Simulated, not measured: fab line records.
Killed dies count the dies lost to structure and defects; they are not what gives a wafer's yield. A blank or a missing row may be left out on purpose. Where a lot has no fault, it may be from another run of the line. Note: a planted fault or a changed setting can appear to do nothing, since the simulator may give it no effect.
Chamber matching ; flow nand-harc ; NHARC_A_SGD_CUT_ETCH_58 on rie-diel-13 has 4 sister chambers
The step etches the open film in CF4, target depth 39 nm, time 65 s. 4 wafers are shown with their chamber, then 10 later ones without.

## WAFERS PAIRED WITH THEIR CHAMBERS
wafer;chamber;drypump-motor-current-A (A)
L091.2;2;5.74
L091.5;3;5.93
L094.1;1;6.36
L094.3;0;6.57

## WAFERS WHOSE CHAMBER IS MISSING
wafer;drypump-motor-current-A (A)
L094.4;5.87
L093.4;6.57
L093.5;6.59
L093.6;5.92
L095.1;5.75
L095.2;6.33
L095.6;6.54
L097.1;6.35
L097.2;5.71
L097.5;6.35

## THE CHAMBER EACH PASSED THROUGH
wafer;from the rows above;in truth
L094.4;3;3
L093.4;0;0
L093.5;0;0
L093.6;3;3
L095.1;2;2
L095.2;1;1
L095.6;0;0
L097.1;1;1
L097.2;2;2
L097.5;1;1
10 of 10 placed correctly. Not placeable from these rows: 0. Wrongly placed: 0.
How it was worked out, from the rows above alone: a wafer's distance from a chamber is the root of the sum, over the readings, of the square of ((its reading less the chamber's mean) divided by the reading's scatter). The wafer belongs to the nearest chamber; if the next one is less than 2 further off, it can't be placed. For every chamber, the mean is computed from those of its wafers that are shown. The scatter (one wafer shown for each chamber): square how far every hidden wafer sits from the nearest shown wafer, average those squares and take the square root.
